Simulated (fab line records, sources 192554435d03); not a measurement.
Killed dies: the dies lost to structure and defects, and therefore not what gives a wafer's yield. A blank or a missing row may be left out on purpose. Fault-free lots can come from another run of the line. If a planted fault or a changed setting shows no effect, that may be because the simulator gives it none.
What tool caused it? / flow n5Finfet / 24 lots, 72 wafers sampled, at 5 steps of a route of 1938

== WHAT THE GAUGES SHOWED, per wafer ==
N5_FIN_SAQP_OCD_MEAS_76.
lot=L074; measured=day 2 03:01; on=ocd-02; trenchDepthNm (nm)=118.3 119.2 118.4
lot=L075; measured=day 2 07:50; on=ocd-02; trenchDepthNm (nm)=118.7 119.2 118.7
lot=L076; measured=day 2 15:51; on=ocd-01; trenchDepthNm (nm)=119.5 119.7 119.3
lot=L077; measured=day 2 21:00; on=ocd-01; trenchDepthNm (nm)=119.7 118.5 120.1
lot=L078; measured=day 3 04:33; on=ocd-01; trenchDepthNm (nm)=119.5 119.6 120.4
lot=L079; measured=day 3 09:25; on=ocd-02; trenchDepthNm (nm)=120.1 119.1 119.6
lot=L080; measured=day 3 15:20; on=ocd-01; trenchDepthNm (nm)=121.6 120.5 121.2
lot=L081; measured=day 3 21:10; on=ocd-01; trenchDepthNm (nm)=121.2 121.4 121.8
lot=L082; measured=day 4 02:35; on=ocd-02; trenchDepthNm (nm)=120.9 121.3 121.9
lot=L083; measured=day 4 08:53; on=ocd-01; trenchDepthNm (nm)=119.4 119.6 119.4
lot=L084; measured=day 4 14:16; on=ocd-02; trenchDepthNm (nm)=120.9 122.6 121.4
lot=L085; measured=day 4 21:26; on=ocd-02; trenchDepthNm (nm)=119.2 118.8 118.6
lot=L086; measured=day 5 02:55; on=ocd-02; trenchDepthNm (nm)=120.7 119.5 119.7
lot=L087; measured=day 5 09:40; on=ocd-02; trenchDepthNm (nm)=120.3 119.6 119.5
lot=L088; measured=day 5 14:37; on=ocd-01; trenchDepthNm (nm)=119.8 118.7 118.1
lot=L089; measured=day 5 21:46; on=ocd-02; trenchDepthNm (nm)=120.1 120.1 118.3
lot=L090; measured=day 6 04:11; on=ocd-02; trenchDepthNm (nm)=120.9 120.1 119.4
lot=L091; measured=day 6 08:49; on=ocd-02; trenchDepthNm (nm)=119.6 119.9 121.1
lot=L092; measured=day 6 14:29; on=ocd-02; trenchDepthNm (nm)=118.0 120.1 119.2
lot=L093; measured=day 6 20:14; on=ocd-01; trenchDepthNm (nm)=120.2 119.8 119.1
lot=L094; measured=day 7 02:29; on=ocd-02; trenchDepthNm (nm)=121.0 121.4 120.5
lot=L095; measured=day 7 11:31; on=ocd-01; trenchDepthNm (nm)=120.1 118.9 120.7
lot=L096; measured=day 7 16:41; on=ocd-01; trenchDepthNm (nm)=119.2 122.4 118.9
lot=L097; measured=day 7 20:10; on=ocd-02; trenchDepthNm (nm)=119.3 120.2 119.2

N5_FIN_CUT_CD_MEAS_08: target cd 29.1 nm.
lot=L074; measured=day 2 03:21; on=cdSem-01; cdNm (nm)=29.42 29.18 29.12
lot=L075; measured=day 2 08:18; on=cdSem-01; cdNm (nm)=29.10 29.11 29.15
lot=L076; measured=day 2 16:11; on=cdSem-03; cdNm (nm)=29.03 29.18 29.07
lot=L077; measured=day 2 21:20; on=cdSem-03; cdNm (nm)=29.16 29.22 29.24
lot=L078; measured=day 3 05:01; on=cdSem-01; cdNm (nm)=29.21 28.90 28.95
lot=L079; measured=day 3 09:53; on=cdSem-03; cdNm (nm)=29.01 29.37 29.14
lot=L080; measured=day 3 15:40; on=cdSem-03; cdNm (nm)=29.24 29.00 29.38
lot=L081; measured=day 3 21:29; on=cdSem-01; cdNm (nm)=29.28 29.35 29.54
lot=L082; measured=day 4 03:02; on=cdSem-03; cdNm (nm)=29.16 29.01 28.99
lot=L083; measured=day 4 09:13; on=cdSem-02; cdNm (nm)=28.91 29.08 29.03
lot=L084; measured=day 4 14:36; on=cdSem-03; cdNm (nm)=29.16 29.44 29.05
lot=L085; measured=day 4 21:54; on=cdSem-03; cdNm (nm)=28.63 29.01 28.97
lot=L086; measured=day 5 03:15; on=cdSem-02; cdNm (nm)=29.29 29.03 28.66
lot=L087; measured=day 5 09:59; on=cdSem-02; cdNm (nm)=29.08 29.16 28.92
lot=L088; measured=day 5 15:05; on=cdSem-01; cdNm (nm)=28.96 29.12 28.92
lot=L089; measured=day 5 22:13; on=cdSem-02; cdNm (nm)=29.09 29.16 29.02
lot=L090; measured=day 6 04:39; on=cdSem-03; cdNm (nm)=29.27 29.12 29.28
lot=L091; measured=day 6 09:08; on=cdSem-02; cdNm (nm)=28.87 28.92 29.22
lot=L092; measured=day 6 14:56; on=cdSem-01; cdNm (nm)=28.90 28.84 29.35
lot=L093; measured=day 6 20:41; on=cdSem-01; cdNm (nm)=28.89 29.07 28.77
lot=L094; measured=day 7 02:56; on=cdSem-01; cdNm (nm)=29.33 29.20 29.63
lot=L095; measured=day 7 11:58; on=cdSem-01; cdNm (nm)=29.28 29.25 29.13
lot=L096; measured=day 7 17:08; on=cdSem-03; cdNm (nm)=28.98 28.86 28.83
lot=L097; measured=day 7 20:37; on=cdSem-03; cdNm (nm)=29.11 29.06 29.13

== EACH LOT AND THE TOOL THAT RAN IT (in order: tool; ch and the chambers of the sampled wafers; start) ==
lot=L074; N5_FIN_SAQP_ETCH_65=rieSi-04 ch 0,1,3, day 2 00:54; N5_FIN_SAQP_ETCH_69=rieDiel-05 ch 0,3, day 2 01:38; N5_FIN_SAQP_ETCH_34=rieDiel-02 ch 1,2,3, day 2 02:35
lot=L075; N5_FIN_SAQP_ETCH_65=rieSi-04 ch 2,3, day 2 05:40; N5_FIN_SAQP_ETCH_69=rieDiel-05 ch 0,1, day 2 06:13; N5_FIN_SAQP_ETCH_34=rieDiel-05 ch 0,1, day 2 07:24
lot=L076; N5_FIN_SAQP_ETCH_65=rieSi-04 ch 0,1,3, day 2 12:26; N5_FIN_SAQP_ETCH_69=rieDiel-01 ch 1,2, day 2 13:16; N5_FIN_SAQP_ETCH_34=rieDiel-02 ch 1,3, day 2 15:25
lot=L077; N5_FIN_SAQP_ETCH_65=rieSi-06 ch 0,1, day 2 18:56; N5_FIN_SAQP_ETCH_69=rieDiel-01 ch 1,2,3, day 2 19:30; N5_FIN_SAQP_ETCH_34=rieDiel-01 ch 1,2,3, day 2 20:34
lot=L078; N5_FIN_SAQP_ETCH_65=rieSi-03 ch 2,3, day 3 01:22; N5_FIN_SAQP_ETCH_69=rieDiel-01 ch 0,1, day 3 02:17; N5_FIN_SAQP_ETCH_34=rieDiel-01 ch 0,1,3, day 3 04:07
lot=L079; N5_FIN_SAQP_ETCH_65=rieSi-06 ch 1,2,3, day 3 06:12; N5_FIN_SAQP_ETCH_69=rieDiel-02 ch 0,1,3, day 3 07:07; N5_FIN_SAQP_ETCH_34=rieDiel-05 ch 0,1,3, day 3 08:59
lot=L080; N5_FIN_SAQP_ETCH_65=rieSi-06 ch 0,1,3, day 3 13:23; N5_FIN_SAQP_ETCH_69=rieDiel-05 ch 1,2,3, day 3 13:56; N5_FIN_SAQP_ETCH_34=rieDiel-01 ch 0,1,2, day 3 14:53
lot=L081; N5_FIN_SAQP_ETCH_65=rieSi-04 ch 2,3, day 3 19:07; N5_FIN_SAQP_ETCH_69=rieDiel-01 ch 0,3, day 3 19:40; N5_FIN_SAQP_ETCH_34=rieDiel-05 ch 0,1, day 3 20:43
lot=L082; N5_FIN_SAQP_ETCH_65=rieSi-04 ch 0,3, day 4 00:30; N5_FIN_SAQP_ETCH_69=rieDiel-02 ch 1,2, day 4 01:04; N5_FIN_SAQP_ETCH_34=rieDiel-02 ch 0,1,2, day 4 02:08
lot=L083; N5_FIN_SAQP_ETCH_65=rieSi-04 ch 0,2,3, day 4 06:28; N5_FIN_SAQP_ETCH_69=rieDiel-02 ch 2,3, day 4 07:01; N5_FIN_SAQP_ETCH_34=rieDiel-01 ch 0,2,3, day 4 08:27
lot=L084; N5_FIN_SAQP_ETCH_65=rieSi-06 ch 2,3, day 4 12:19; N5_FIN_SAQP_ETCH_69=rieDiel-02 ch 0,2,3, day 4 12:52; N5_FIN_SAQP_ETCH_34=rieDiel-02 ch 1,2, day 4 13:50
lot=L085; N5_FIN_SAQP_ETCH_65=rieSi-03 ch 1,2, day 4 19:26; N5_FIN_SAQP_ETCH_69=rieDiel-02 ch 2,3, day 4 20:04; N5_FIN_SAQP_ETCH_34=rieDiel-05 ch 1,2,3, day 4 21:01
lot=L086; N5_FIN_SAQP_ETCH_65=rieSi-06 ch 1,2,3, day 5 00:47; N5_FIN_SAQP_ETCH_69=rieDiel-01 ch 0,1,3, day 5 01:29; N5_FIN_SAQP_ETCH_34=rieDiel-01 ch 0,1, day 5 02:28
lot=L087; N5_FIN_SAQP_ETCH_65=rieSi-04 ch 0,1,2, day 5 06:50; N5_FIN_SAQP_ETCH_69=rieDiel-01 ch 1,3, day 5 07:34; N5_FIN_SAQP_ETCH_34=rieDiel-02 ch 1,2,3, day 5 09:13
lot=L088; N5_FIN_SAQP_ETCH_65=rieSi-03 ch 1,2,3, day 5 12:40; N5_FIN_SAQP_ETCH_69=rieDiel-02 ch 1,3, day 5 13:14; N5_FIN_SAQP_ETCH_34=rieDiel-01 ch 0,1,2, day 5 14:10
lot=L089; N5_FIN_SAQP_ETCH_65=rieSi-04 ch 0,2,3, day 5 19:37; N5_FIN_SAQP_ETCH_69=rieDiel-05 ch 2,3, day 5 20:23; N5_FIN_SAQP_ETCH_34=rieDiel-01 ch 0,2,3, day 5 21:20
lot=L090; N5_FIN_SAQP_ETCH_65=rieSi-04 ch 0,2,3, day 6 01:19; N5_FIN_SAQP_ETCH_69=rieDiel-05 ch 0,1,3, day 6 02:15; N5_FIN_SAQP_ETCH_34=rieDiel-05 ch 0,1,2, day 6 03:45
lot=L091; N5_FIN_SAQP_ETCH_65=rieSi-04 ch 2,3, day 6 06:02; N5_FIN_SAQP_ETCH_69=rieDiel-02 ch 0,3, day 6 07:18; N5_FIN_SAQP_ETCH_34=rieDiel-02 ch 1,2,3, day 6 08:22
lot=L092; N5_FIN_SAQP_ETCH_65=rieSi-04 ch 2,3, day 6 12:32; N5_FIN_SAQP_ETCH_69=rieDiel-02 ch 0,1,2, day 6 13:05; N5_FIN_SAQP_ETCH_34=rieDiel-01 ch 0,1, day 6 14:02
lot=L093; N5_FIN_SAQP_ETCH_65=rieSi-06 ch 0,3, day 6 18:12; N5_FIN_SAQP_ETCH_69=rieDiel-05 ch 0,2,3, day 6 18:50; N5_FIN_SAQP_ETCH_34=rieDiel-01 ch 2,3, day 6 19:47
lot=L094; N5_FIN_SAQP_ETCH_65=rieSi-06 ch 0,2,3, day 7 00:32; N5_FIN_SAQP_ETCH_69=rieDiel-02 ch 0,1,2, day 7 01:05; N5_FIN_SAQP_ETCH_34=rieDiel-02 ch 0,1,3, day 7 02:03
lot=L095; N5_FIN_SAQP_ETCH_65=rieSi-04 ch 0,1,2, day 7 07:15; N5_FIN_SAQP_ETCH_69=rieDiel-02 ch 0,2,3, day 7 07:49; N5_FIN_SAQP_ETCH_34=rieDiel-05 ch 0,1,2, day 7 11:05
lot=L096; N5_FIN_SAQP_ETCH_65=rieSi-06 ch 0,1,3, day 7 14:35; N5_FIN_SAQP_ETCH_69=rieDiel-02 ch 0,1, day 7 15:09; N5_FIN_SAQP_ETCH_34=rieDiel-01 ch 1,2,3, day 7 16:14
lot=L097; N5_FIN_SAQP_ETCH_65=rieSi-04 ch 0,1,3, day 7 18:14; N5_FIN_SAQP_ETCH_69=rieDiel-01 ch 0,3, day 7 18:47; N5_FIN_SAQP_ETCH_34=rieDiel-05 ch 1,2,3, day 7 19:43
- N5_FIN_SAQP_ETCH_65: etches SiO2 in CF4, target depth 4 nm, time 4.4 s.
- N5_FIN_SAQP_ETCH_69: etches SOC in N2/H2, stops on SiNx, target depth 150 nm.
- N5_FIN_SAQP_ETCH_34: etches SiO2 in C4F6/O2, target depth 45 nm, time 15 s.

== WHAT THE TOOLS THEMSELVES READ (means of the sampled wafers that have a number; where no wafer has one, the mark that the record gives instead) ==
N5_FIN_SAQP_ETCH_65.
lot=L074; tool=rieSi-04; drypumpMotorCurrentA (A)=5.4; oesProductAu (a.u.)=1.004; throttleValvePct (%)=21.84
lot=L075; tool=rieSi-04; drypumpMotorCurrentA (A)=5.7; oesProductAu (a.u.)=0.977; throttleValvePct (%)=21.98
lot=L076; tool=rieSi-04; drypumpMotorCurrentA (A)=5.4; oesProductAu (a.u.)=1.004; throttleValvePct (%)=21.83
lot=L077; tool=rieSi-06; drypumpMotorCurrentA (A)=6.2; oesProductAu (a.u.)=0.995; throttleValvePct (%)=22.04
lot=L078; tool=rieSi-03; drypumpMotorCurrentA (A)=6.3; oesProductAu (a.u.)=1.022; throttleValvePct (%)=21.68
lot=L079; tool=rieSi-06; drypumpMotorCurrentA (A)=6.1; oesProductAu (a.u.)=1.007; throttleValvePct (%)=21.76
lot=L080; tool=rieSi-06; drypumpMotorCurrentA (A)=6.2; oesProductAu (a.u.)=0.998; throttleValvePct (%)=21.84
lot=L081; tool=rieSi-04; drypumpMotorCurrentA (A)=5.7; oesProductAu (a.u.)=0.978; throttleValvePct (%)=21.98
lot=L082; tool=rieSi-04; drypumpMotorCurrentA (A)=5.2; oesProductAu (a.u.)=0.992; throttleValvePct (%)=21.91
lot=L083; tool=rieSi-04; drypumpMotorCurrentA (A)=5.5; oesProductAu (a.u.)=0.982; throttleValvePct (%)=21.95
lot=L084; tool=rieSi-06; drypumpMotorCurrentA (A)=6.1; oesProductAu (a.u.)=1.022; throttleValvePct (%)=21.57
lot=L085; tool=rieSi-03; drypumpMotorCurrentA (A)=5.8; oesProductAu (a.u.)=1.010; throttleValvePct (%)=21.91
lot=L086; tool=rieSi-06; drypumpMotorCurrentA (A)=6.1; oesProductAu (a.u.)=1.007; throttleValvePct (%)=21.77
lot=L087; tool=rieSi-04; drypumpMotorCurrentA (A)=5.3; oesProductAu (a.u.)=0.995; throttleValvePct (%)=21.77
lot=L088; tool=rieSi-03; drypumpMotorCurrentA (A)=6.0; oesProductAu (a.u.)=1.019; throttleValvePct (%)=21.80
lot=L089; tool=rieSi-04; drypumpMotorCurrentA (A)=5.5; oesProductAu (a.u.)=0.986; throttleValvePct (%)=21.94
lot=L090; tool=rieSi-04; drypumpMotorCurrentA (A)=5.5; oesProductAu (a.u.)=0.996; throttleValvePct (%)=21.95
lot=L091; tool=rieSi-04; drypumpMotorCurrentA (A)=5.7; oesProductAu (a.u.)=0.978; throttleValvePct (%)=21.98
lot=L092; tool=rieSi-04; drypumpMotorCurrentA (A)=5.8; oesProductAu (a.u.)=0.987; throttleValvePct (%)=22.04
lot=L093; tool=rieSi-06; drypumpMotorCurrentA (A)=6.2; oesProductAu (a.u.)=1.010; throttleValvePct (%)=21.64
lot=L094; tool=rieSi-06; drypumpMotorCurrentA (A)=6.1; oesProductAu (a.u.)=0.999; throttleValvePct (%)=21.73
lot=L095; tool=rieSi-04; drypumpMotorCurrentA (A)=5.3; oesProductAu (a.u.)=0.984; throttleValvePct (%)=21.72
lot=L096; tool=rieSi-06; drypumpMotorCurrentA (A)=6.2; oesProductAu (a.u.)=0.997; throttleValvePct (%)=21.84
lot=L097; tool=rieSi-04; drypumpMotorCurrentA (A)=5.4; oesProductAu (a.u.)=1.002; throttleValvePct (%)=21.78

N5_FIN_SAQP_ETCH_69.
lot=L074; tool=rieDiel-05; drypumpMotorCurrentA (A)=5.7; oesProductAu (a.u.)=0.74; rfVppV (V)=239.7; showerheadPlenumPTorr (Torr)=2.50; throttleValvePct (%)=17.89
lot=L075; tool=rieDiel-05; drypumpMotorCurrentA (A)=5.4; oesProductAu (a.u.)=0.86; rfVppV (V)=240.2; showerheadPlenumPTorr (Torr)=2.50; throttleValvePct (%)=17.76
lot=L076; tool=rieDiel-01; drypumpMotorCurrentA (A)=5.1; oesProductAu (a.u.)=0.78; rfVppV (V)=240.6; showerheadPlenumPTorr (Torr)=2.53; throttleValvePct (%)=18.00
lot=L077; tool=rieDiel-01; drypumpMotorCurrentA (A)=5.3; oesProductAu (a.u.)=0.79; rfVppV (V)=241.3; showerheadPlenumPTorr (Torr)=2.57; throttleValvePct (%)=18.01
lot=L078; tool=rieDiel-01; drypumpMotorCurrentA (A)=5.6; oesProductAu (a.u.)=0.79; rfVppV (V)=240.5; showerheadPlenumPTorr (Torr)=2.49; throttleValvePct (%)=18.13
lot=L079; tool=rieDiel-02; drypumpMotorCurrentA (A)=5.7; oesProductAu (a.u.)=0.75; rfVppV (V)=241.5; showerheadPlenumPTorr (Torr)=2.62; throttleValvePct (%)=18.01
lot=L080; tool=rieDiel-05; drypumpMotorCurrentA (A)=5.4; oesProductAu (a.u.)=0.79; rfVppV (V)=239.7; showerheadPlenumPTorr (Torr)=2.46; throttleValvePct (%)=17.66
lot=L081; tool=rieDiel-01; drypumpMotorCurrentA (A)=6.1; oesProductAu (a.u.)=0.76; rfVppV (V)=241.2; showerheadPlenumPTorr (Torr)=2.58; throttleValvePct (%)=17.94
lot=L082; tool=rieDiel-02; drypumpMotorCurrentA (A)=6.4; oesProductAu (a.u.)=0.76; rfVppV (V)=242.5; showerheadPlenumPTorr (Torr)=2.65; throttleValvePct (%)=18.07
lot=L083; tool=rieDiel-02; drypumpMotorCurrentA (A)=5.8; oesProductAu (a.u.)=0.70; rfVppV (V)=241.9; showerheadPlenumPTorr (Torr)=2.62; throttleValvePct (%)=18.05
lot=L084; tool=rieDiel-02; drypumpMotorCurrentA (A)=6.0; oesProductAu (a.u.)=0.69; rfVppV (V)=241.2; showerheadPlenumPTorr (Torr)=2.58; throttleValvePct (%)=18.07
lot=L085; tool=rieDiel-02; drypumpMotorCurrentA (A)=6.3; oesProductAu (a.u.)=0.69; rfVppV (V)=241.8; showerheadPlenumPTorr (Torr)=2.62; throttleValvePct (%)=18.10
lot=L086; tool=rieDiel-01; drypumpMotorCurrentA (A)=5.8; oesProductAu (a.u.)=0.77; rfVppV (V)=241.0; showerheadPlenumPTorr (Torr)=2.55; throttleValvePct (%)=18.06
lot=L087; tool=rieDiel-01; drypumpMotorCurrentA (A)=5.4; oesProductAu (a.u.)=0.79; rfVppV (V)=241.3; showerheadPlenumPTorr (Torr)=2.53; throttleValvePct (%)=18.16
lot=L088; tool=rieDiel-02; drypumpMotorCurrentA (A)=5.7; oesProductAu (a.u.)=0.80; rfVppV (V)=241.7; showerheadPlenumPTorr (Torr)=2.67; throttleValvePct (%)=18.02
lot=L089; tool=rieDiel-05; drypumpMotorCurrentA (A)=5.6; oesProductAu (a.u.)=0.72; rfVppV (V)=238.7; showerheadPlenumPTorr (Torr)=2.44; throttleValvePct (%)=17.73
lot=L090; tool=rieDiel-05; drypumpMotorCurrentA (A)=5.6; oesProductAu (a.u.)=0.76; rfVppV (V)=240.9; showerheadPlenumPTorr (Torr)=2.48; throttleValvePct (%)=17.85
lot=L091; tool=rieDiel-02; drypumpMotorCurrentA (A)=5.6; oesProductAu (a.u.)=0.68; rfVppV (V)=240.9; showerheadPlenumPTorr (Torr)=2.58; throttleValvePct (%)=18.07
lot=L092; tool=rieDiel-02; drypumpMotorCurrentA (A)=6.2; oesProductAu (a.u.)=0.74; rfVppV (V)=241.0; showerheadPlenumPTorr (Torr)=2.61; throttleValvePct (%)=18.09
lot=L093; tool=rieDiel-05; drypumpMotorCurrentA (A)=5.5; oesProductAu (a.u.)=0.71; rfVppV (V)=239.5; showerheadPlenumPTorr (Torr)=2.46; throttleValvePct (%)=17.80
lot=L094; tool=rieDiel-02; drypumpMotorCurrentA (A)=6.1; oesProductAu (a.u.)=0.73; rfVppV (V)=241.5; showerheadPlenumPTorr (Torr)=2.61; throttleValvePct (%)=18.09
lot=L095; tool=rieDiel-02; drypumpMotorCurrentA (A)=6.0; oesProductAu (a.u.)=0.67; rfVppV (V)=241.6; showerheadPlenumPTorr (Torr)=2.58; throttleValvePct (%)=18.11
lot=L096; tool=rieDiel-02; drypumpMotorCurrentA (A)=5.9; oesProductAu (a.u.)=0.72; rfVppV (V)=241.2; showerheadPlenumPTorr (Torr)=2.56; throttleValvePct (%)=18.10
lot=L097; tool=rieDiel-01; drypumpMotorCurrentA (A)=5.9; oesProductAu (a.u.)=0.74; rfVppV (V)=242.1; showerheadPlenumPTorr (Torr)=2.60; throttleValvePct (%)=17.99

N5_FIN_SAQP_ETCH_34.
lot=L074; tool=rieDiel-02; C4F6_flow_sccm (sccm)=10.034; drypumpMotorCurrentA (A)=6.0; etchRfOnTimeS (s)=14.98; oesProductAu (a.u.)=0.67; rfVppV (V)=666; showerheadPlenumPTorr (Torr)=2.96; throttleValvePct (%)=21.24
lot=L075; tool=rieDiel-05; C4F6_flow_sccm (sccm)=10.012; drypumpMotorCurrentA (A)=5.4; etchRfOnTimeS (s)=14.95; oesProductAu (a.u.)=0.75; rfVppV (V)=673; showerheadPlenumPTorr (Torr)=2.80; throttleValvePct (%)=20.97
lot=L076; tool=rieDiel-02; C4F6_flow_sccm (sccm)=9.981; drypumpMotorCurrentA (A)=5.5; etchRfOnTimeS (s)=14.83; oesProductAu (a.u.)=0.66; rfVppV (V)=669; showerheadPlenumPTorr (Torr)=2.96; throttleValvePct (%)=21.22
lot=L077; tool=rieDiel-01; C4F6_flow_sccm (sccm)=10.021; drypumpMotorCurrentA (A)=5.4; etchRfOnTimeS (s)=14.92; oesProductAu (a.u.)=0.68; rfVppV (V)=673; showerheadPlenumPTorr (Torr)=2.87; throttleValvePct (%)=21.20
lot=L078; tool=rieDiel-01; C4F6_flow_sccm (sccm)=10.020; drypumpMotorCurrentA (A)=5.8; etchRfOnTimeS (s)=14.98; oesProductAu (a.u.)=0.67; rfVppV (V)=671; showerheadPlenumPTorr (Torr)=2.86; throttleValvePct (%)=21.28
lot=L079; tool=rieDiel-05; C4F6_flow_sccm (sccm)=9.983; drypumpMotorCurrentA (A)=5.6; etchRfOnTimeS (s)=14.92; oesProductAu (a.u.)=0.68; rfVppV (V)=670; showerheadPlenumPTorr (Torr)=2.79; throttleValvePct (%)=21.05
lot=L080; tool=rieDiel-01; C4F6_flow_sccm (sccm)=9.981; drypumpMotorCurrentA (A)=5.6; etchRfOnTimeS (s)=15.00; oesProductAu (a.u.)=0.67; rfVppV (V)=668; showerheadPlenumPTorr (Torr)=2.82; throttleValvePct (%)=21.25
lot=L081; tool=rieDiel-05; C4F6_flow_sccm (sccm)=10.000; drypumpMotorCurrentA (A)=5.3; etchRfOnTimeS (s)=15.12; oesProductAu (a.u.)=0.72; rfVppV (V)=672; showerheadPlenumPTorr (Torr)=2.79; throttleValvePct (%)=21.00
lot=L082; tool=rieDiel-02; C4F6_flow_sccm (sccm)=9.974; drypumpMotorCurrentA (A)=6.2; etchRfOnTimeS (s)=15.01; oesProductAu (a.u.)=0.65; rfVppV (V)=668; showerheadPlenumPTorr (Torr)=2.92; throttleValvePct (%)=21.31
lot=L083; tool=rieDiel-01; C4F6_flow_sccm (sccm)=9.978; drypumpMotorCurrentA (A)=5.7; etchRfOnTimeS (s)=14.99; oesProductAu (a.u.)=0.66; rfVppV (V)=670; showerheadPlenumPTorr (Torr)=2.89; throttleValvePct (%)=21.20
lot=L084; tool=rieDiel-02; C4F6_flow_sccm (sccm)=10.011; drypumpMotorCurrentA (A)=6.4; etchRfOnTimeS (s)=14.75; oesProductAu (a.u.)=0.65; rfVppV (V)=663; showerheadPlenumPTorr (Torr)=2.95; throttleValvePct (%)=21.33
lot=L085; tool=rieDiel-05; C4F6_flow_sccm (sccm)=9.997; drypumpMotorCurrentA (A)=5.4; etchRfOnTimeS (s)=15.06; oesProductAu (a.u.)=0.67; rfVppV (V)=667; showerheadPlenumPTorr (Torr)=2.74; throttleValvePct (%)=20.88
lot=L086; tool=rieDiel-01; C4F6_flow_sccm (sccm)=9.992; drypumpMotorCurrentA (A)=5.6; etchRfOnTimeS (s)=14.73; oesProductAu (a.u.)=0.67; rfVppV (V)=668; showerheadPlenumPTorr (Torr)=2.78; throttleValvePct (%)=21.38
lot=L087; tool=rieDiel-02; C4F6_flow_sccm (sccm)=10.004; drypumpMotorCurrentA (A)=6.0; etchRfOnTimeS (s)=14.90; oesProductAu (a.u.)=0.65; rfVppV (V)=667; showerheadPlenumPTorr (Torr)=2.95; throttleValvePct (%)=21.30
lot=L088; tool=rieDiel-01; C4F6_flow_sccm (sccm)=10.014; drypumpMotorCurrentA (A)=5.5; etchRfOnTimeS (s)=15.05; oesProductAu (a.u.)=0.65; rfVppV (V)=668; showerheadPlenumPTorr (Torr)=2.81; throttleValvePct (%)=21.26
lot=L089; tool=rieDiel-01; C4F6_flow_sccm (sccm)=9.991; drypumpMotorCurrentA (A)=5.7; etchRfOnTimeS (s)=15.01; oesProductAu (a.u.)=0.64; rfVppV (V)=671; showerheadPlenumPTorr (Torr)=2.88; throttleValvePct (%)=21.21
lot=L090; tool=rieDiel-05; C4F6_flow_sccm (sccm)=10.010; drypumpMotorCurrentA (A)=5.3; etchRfOnTimeS (s)=15.09; oesProductAu (a.u.)=0.66; rfVppV (V)=668; showerheadPlenumPTorr (Torr)=2.77; throttleValvePct (%)=20.96
lot=L091; tool=rieDiel-02; C4F6_flow_sccm (sccm)=9.988; drypumpMotorCurrentA (A)=6.0; etchRfOnTimeS (s)=15.02; oesProductAu (a.u.)=0.64; rfVppV (V)=666; showerheadPlenumPTorr (Torr)=2.95; throttleValvePct (%)=21.30
lot=L092; tool=rieDiel-01; C4F6_flow_sccm (sccm)=10.019; drypumpMotorCurrentA (A)=5.9; etchRfOnTimeS (s)=15.11; oesProductAu (a.u.)=0.64; rfVppV (V)=666; showerheadPlenumPTorr (Torr)=2.81; throttleValvePct (%)=21.35
lot=L093; tool=rieDiel-01; C4F6_flow_sccm (sccm)=9.999; drypumpMotorCurrentA (A)=5.5; etchRfOnTimeS (s)=15.12; oesProductAu (a.u.)=0.65; rfVppV (V)=675; showerheadPlenumPTorr (Torr)=2.92; throttleValvePct (%)=21.19
lot=L094; tool=rieDiel-02; C4F6_flow_sccm (sccm)=9.972; drypumpMotorCurrentA (A)=5.7; etchRfOnTimeS (s)=14.94; oesProductAu (a.u.)=0.62; rfVppV (V)=671; showerheadPlenumPTorr (Torr)=2.90; throttleValvePct (%)=21.30
lot=L095; tool=rieDiel-05; C4F6_flow_sccm (sccm)=10.011; drypumpMotorCurrentA (A)=5.3; etchRfOnTimeS (s)=15.12; oesProductAu (a.u.)=0.65; rfVppV (V)=668; showerheadPlenumPTorr (Torr)=2.77; throttleValvePct (%)=20.97
lot=L096; tool=rieDiel-01; C4F6_flow_sccm (sccm)=9.987; drypumpMotorCurrentA (A)=5.3; etchRfOnTimeS (s)=15.00; oesProductAu (a.u.)=0.65; rfVppV (V)=672; showerheadPlenumPTorr (Torr)=2.85; throttleValvePct (%)=21.26
lot=L097; tool=rieDiel-05; C4F6_flow_sccm (sccm)=9.981; drypumpMotorCurrentA (A)=5.4; etchRfOnTimeS (s)=15.20; oesProductAu (a.u.)=0.65; rfVppV (V)=666; showerheadPlenumPTorr (Torr)=2.73; throttleValvePct (%)=20.92

== THE ANSWER, worked out from the rows above alone ==
Rule: the usual values come from the lots themselves. Put in order of their means at a reading, lots are off if they are a third of the lots or fewer, leave a main group of 4 or more, and stand apart from it by a gap of 3 or more times the standard deviation of the main group's means; of several such gaps the widest counts. If all means in a main group match to the digits the tables above print for the reading, that group is not used. Also off: a lot with no number at a reading for which 4 or more lots have one. Where the step has rows for the other lots, those lots are counted as sound. After the gauges, taken in route order, come the tools' own readings; for these a lot's mean is taken, as printed above. At the first step where some lot is off, the reading lying furthest off is the one used; lots without a number count as furthest.
Across all readings shown, no lot is off: no conclusion can be drawn from this.

== WHAT WAS PUT IN BY THE SIMULATOR ==
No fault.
